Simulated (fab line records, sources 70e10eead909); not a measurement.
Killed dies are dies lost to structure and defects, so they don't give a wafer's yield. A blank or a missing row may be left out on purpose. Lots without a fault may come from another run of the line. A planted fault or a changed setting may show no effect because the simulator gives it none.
Chamber matching | flow nand_harc | NHARC_P_M2_ETCH_35 on rie_diel-03: 4 sister chambers
The step etches the open film in N2/H2, target depth 40 nm, overetch 12 nm, time 43.94 s. 33 wafers are shown with their chamber, then 12 later ones without.

WAFERS WITH THEIR CHAMBER
wafer  | chamber | showerhead_plenum_p_Torr (Torr) | drypump_motor_current_A (A) | rf_vpp_V (V)
L074.1 | 2       | 1.92                            | 5.7                         | 427.0
L074.3 | 0       | 2.04                            | 6.3                         | 429.4
L074.6 | 2       | 1.92                            | 5.7                         | 427.2
L075.3 | 1       | 2.17                            | 5.7                         | 433.3
L075.4 | 0       | 2.04                            | 6.3                         | 430.9
L075.5 | 1       | 2.17                            | 5.7                         | 433.6
L077.3 | 0       | 2.04                            | 6.3                         | 430.4
L077.5 | 2       | 1.91                            | 5.7                         | 426.7
L077.6 | 1       | 2.17                            | 5.7                         | 434.0
L078.1 | 2       | 1.92                            | 5.7                         | 426.9
L078.3 | 3       | 2.07                            | 5.6                         | 431.6
L078.5 | 3       | 2.07                            | 5.6                         | 431.1
L079.2 | 1       | 2.17                            | 5.8                         | 433.1
L079.3 | 3       | 2.07                            | 5.6                         | 430.9
L079.4 | 2       | 1.91                            | 5.8                         | 427.6
L080.1 | 1       | 2.17                            | 5.7                         | 435.1
L080.4 | 0       | 2.04                            | 6.3                         | 430.1
L080.5 | 0       | 2.04                            | 6.3                         | 430.6
L082.3 | 1       | 2.16                            | 5.7                         | 435.1
L082.5 | 2       | 1.91                            | 5.7                         | 427.3
L082.6 | 1       | 2.16                            | 5.7                         | 433.7
L083.1 | 3       | 2.07                            | 5.6                         | 430.7
L083.3 | 2       | 1.91                            | 5.8                         | 427.4
L083.5 | 1       | 2.16                            | 5.7                         | 435.1
L084.1 | 2       | 1.91                            | 5.7                         | 428.6
L084.3 | 1       | 2.16                            | 5.7                         | 434.9
L084.6 | 2       | 1.91                            | 5.8                         | 428.6
L087.1 | 0       | 2.04                            | 6.3                         | 429.8
L087.3 | 3       | 2.07                            | 5.6                         | 430.0
L087.5 | 0       | 2.04                            | 6.3                         | 430.3
L094.1 | 2       | 1.91                            | 5.7                         | 425.7
L094.4 | 0       | 2.03                            | 6.3                         | 430.4
L094.6 | 1       | 2.16                            | 5.7                         | 433.2

SIGNATURES (means of the wafers above)
reading                  | chamber 0 | chamber 1 | chamber 2 | chamber 3 | scatter within a chamber
showerhead_plenum_p_Torr | 2.0387    | 2.1650    | 1.9130    | 2.0700    | 0.00435
drypump_motor_current_A  | 6.300     | 5.710     | 5.730     | 5.600     | 0.0322
rf_vpp_V                 | 430.238   | 434.110   | 427.300   | 430.860   | 0.745
Rule: a wafer's distance from a chamber is the root of the sum, over the readings, of the square of ((its reading less the chamber's mean) divided by the reading's scatter). The wafer belongs to the nearest chamber; if the next one is less than 2 further off, it can't be placed. The scatter: the root of (the sum of the squares of (reading less its chamber's mean) over the shown wafers, divided by (wafers less chambers)).

WAFERS WITHOUT THEIR CHAMBER
wafer  | showerhead_plenum_p_Torr (Torr) | drypump_motor_current_A (A) | rf_vpp_V (V)
L093.4 | 2.07                            | 5.6                         | 431.1
L093.5 | 1.91                            | 5.8                         | 427.9
L093.6 | 2.16                            | 5.7                         | 435.5
L095.1 | 1.91                            | 5.8                         | 426.5
L095.2 | 2.07                            | 5.6                         | 432.2
L095.4 | 2.16                            | 5.7                         | 434.2
L096.3 | 2.04                            | 6.3                         | 431.8
L096.5 | 2.06                            | 5.5                         | 431.2
L096.6 | 1.91                            | 5.8                         | 428.4
L097.1 | 1.91                            | 5.8                         | 426.8
L097.2 | 2.06                            | 5.6                         | 431.7
L097.6 | 1.91                            | 5.8                         | 427.5

WHICH CHAMBER EACH WENT THROUGH
wafer  | from the rows above | in truth
L093.4 | 3                   | 3
L093.5 | 2                   | 2
L093.6 | 1                   | 1
L095.1 | 2                   | 2
L095.2 | 3                   | 3
L095.4 | 1                   | 1
L096.3 | 0                   | 0
L096.5 | 3                   | 3
L096.6 | 2                   | 2
L097.1 | 2                   | 2
L097.2 | 3                   | 3
L097.6 | 2                   | 2
Placed correctly: 12 of 12. Can't be placed from these rows: 0. Placed wrongly: 0.
